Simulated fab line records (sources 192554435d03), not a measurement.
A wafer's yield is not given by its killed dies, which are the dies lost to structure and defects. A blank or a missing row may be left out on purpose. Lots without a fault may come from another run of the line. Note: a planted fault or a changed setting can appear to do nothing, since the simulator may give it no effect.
Which tool was responsible? || flow n5-finfet || at 1 step of a route of 1938, 12 lots with 36 wafers sampled

WHAT EACH GAUGE READ, for each wafer
N5_BEOL_M2_CD_MEAS_18: pitch 36 nm, target cd 18 nm.
{"lot": "L075", "measured": "day 7 02:20", "on": "cd-sem-02", "cd-nm (nm)": "18.23 18.36 18.51"}
{"lot": "L077", "measured": "day 7 08:20", "on": "cd-sem-01", "cd-nm (nm)": "17.86 17.52 17.80"}
{"lot": "L079", "measured": "day 7 17:51", "on": "cd-sem-03", "cd-nm (nm)": "18.31 17.64 17.80"}
{"lot": "L080", "measured": "day 8 21:40", "on": "cd-sem-02", "cd-nm (nm)": "17.35 17.56 17.31"}
{"lot": "L082", "measured": "day 8 22:45", "on": "cd-sem-01", "cd-nm (nm)": "17.92 17.96 18.10"}
{"lot": "L085", "measured": "day 9 19:08", "on": "cd-sem-03", "cd-nm (nm)": "18.20 17.89 17.96"}
{"lot": "L087", "measured": "day 10 04:14", "on": "cd-sem-02", "cd-nm (nm)": "18.31 18.78 18.15"}
{"lot": "L088", "measured": "day 10 14:33", "on": "cd-sem-01", "cd-nm (nm)": "18.21 18.30 17.98"}
{"lot": "L091", "measured": "day 11 03:04", "on": "cd-sem-01", "cd-nm (nm)": "18.34 17.77 18.35"}
{"lot": "L093", "measured": "day 11 21:44", "on": "cd-sem-03", "cd-nm (nm)": "18.03 17.90 18.11"}
{"lot": "L095", "measured": "day 12 12:29", "on": "cd-sem-03", "cd-nm (nm)": "17.99 17.39 18.08"}
{"lot": "L097", "measured": "day 13 08:41", "on": "cd-sem-02", "cd-nm (nm)": "18.08 18.04 18.62"}

EACH LOT AND THE TOOL THAT RAN IT (in order: tool; ch and the chambers of the sampled wafers; start)
Before these readings, the record contains no process step.

THE ANSWER, worked out from the rows above alone
Rule: the lots themselves supply what counts as usual. The widest of any qualifying gaps counts: lots, ordered by their means at a reading, are off when they make up no more than a third of the lots, leave a main group of 4 or more, and stand apart from it by 3 or more times the standard deviation of that group's means. A main group is skipped when, at the precision printed for the reading in the tables above, its means are all equal. A lot without any number at a reading at which 4 lots or more have one is off too. All remaining lots with rows at the step are treated as sound.
Nothing can be told from this: no lot is off at any reading shown.

WHAT THE SIMULATOR HAD INSERTED
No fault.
